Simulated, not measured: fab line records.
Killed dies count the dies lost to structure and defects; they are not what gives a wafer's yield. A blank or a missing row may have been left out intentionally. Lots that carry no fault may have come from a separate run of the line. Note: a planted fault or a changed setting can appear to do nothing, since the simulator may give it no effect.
Problem report, 8D (eight disciplines) form, completed by code + flow n5 finfet + the parts of the form that need people (team, actions taken, sign-off) are left out

## 1. PROBLEM STATEMENT
Wafers without a fault read 13, standard deviation 5.4; killed_at_M4_up at N5_PASSIVATION_PROBE_49 reads a mean of 144 on 6 wafers belonging to 2 lots. That puts it +24 standard deviations away from the usual mean.
Seen first at day 15 19:49 on prober-01, wafer L319.1. The record has a number at this step for 33 wafers belonging to 11 lots. Rule for "out" (also "out of limits"): further than 4 standard deviations from the usual mean. All remaining wafers that have a number are taken as sound.

## 2. WHAT IT IS; WHAT IT IS NOT
| question                    | is                                                                                                   | is not                                                                       |
|-----------------------------|------------------------------------------------------------------------------------------------------|------------------------------------------------------------------------------|
| which readings at this step | killed_at_M4_up, defect limited yield, killed dies, sort_bin_5_function, sort n pass, sort yield pct | killed at contacts, killed at front end, killed at other, sort_bin_4_leakage |
| which lots                  | L318, L319                                                                                           | L303, L306, L307, L311, L312, L313, L315, L316, L325                         |
| which wafers of those lots  | all that have a number                                                                               | -                                                                            |
| read on which tools         | prober-01                                                                                            | prober-02                                                                    |
| when                        | from day 15 19:49                                                                                    | up to then (24 sound wafers); but 3 sound wafers of L325 came after          |

## 3. THE SUSPECTS, EACH WITH WHAT RULES IT OUT
Counting: a tool at any process step up to the reading remains a suspect when it ran all the lots that are out and ran no sound lot after the first of those.
- pvd sputter-02 at N5_BEOL_M4_SPUTTER_92 (material Cu, target thk 4.5 nm, time 8.29 s): kept. Every lot that is out went through it, starting with L318 (day 11 11:36), and after that it ran no sound lot; the last sound lot it ran before then is L315 (day 10 21:27).
- rie diel-06 at N5_PASSIVATION_VIA_ETCH_13 (etches SiO2 in CHF3/O2, target depth 660 nm, time 330 s): kept. Every lot that is out went through it, starting with L319 (day 15 13:29), and after that it ran no sound lot; the last sound lot it ran before then is L316 (day 15 05:04).
- prober-01 at N5_PASSIVATION_PROBE_49: ruled out as a lasting fault. Sound lots L325 ran on it after its first lot that is out, L319 (day 15 19:49).
The count leaves rie diel-06 at N5_PASSIVATION_VIA_ETCH_13 and pvd sputter-02 at N5_BEOL_M4_SPUTTER_92.

## 4. THE CAUSE (what the simulator had put in)
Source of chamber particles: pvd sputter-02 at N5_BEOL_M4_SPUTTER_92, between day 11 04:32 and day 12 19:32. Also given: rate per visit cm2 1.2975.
After counting, 2 suspects remain, this tool included.

## 5. THE CHAIN OF EFFECTS, in route order
Each row: a reading where the mean over the struck wafers with a number is more than 3 standard deviations away from the usual. Only readings for which the record gives a usual standard deviation are gone through. hours: the time from each lot's start at the first step in this table that gives one to its start at this step, as a median over the lots. sigmas: the change in usual standard deviations.
| hours | step                    | reading              | usual  | on struck wafers | change | sigmas |
|-------|-------------------------|----------------------|--------|------------------|--------|--------|
| 0     | N5_PASSIVATION_PROBE_49 | defect limited yield | 91.0 % | 80.9             | -10.1  | -7.2   |
| 0     | N5_PASSIVATION_PROBE_49 | killed_at_M4_up      | 13     | 144              | +131   | +24    |
| 0     | N5_PASSIVATION_PROBE_49 | killed dies          | 106    | 225              | +119   | +7.0   |
| 0     | N5_PASSIVATION_PROBE_49 | sort_bin_5_function  | 5.2 %  | 11.3             | +6.1   | +6.1   |
| 0     | N5_PASSIVATION_PROBE_49 | sort n pass          | 1074   | 955              | -119   | -6.6   |
| 0     | N5_PASSIVATION_PROBE_49 | sort yield pct       | 91.0 % | 80.9             | -10.1  | -6.3   |
Process steps it contains:
- N5_PASSIVATION_PROBE_49

## 6. WHAT WOULD HAVE CAUGHT IT SOONER
The fault began at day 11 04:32; the first out-of-limits reading in this record came at day 15 19:49, 111 hours later.
Of the tool readings at N5_BEOL_M4_SPUTTER_92 for which the record gives a usual standard deviation, none was out on any struck wafer, so an alarm limit of 4 standard deviations on them would not have fired.
The start of N5_BEOL_M4_SPUTTER_92 on pvd sputter-02 came by day 15 19:49 for every one of the lots that are out (2). A hold on the tool at that time would have spared none of them.
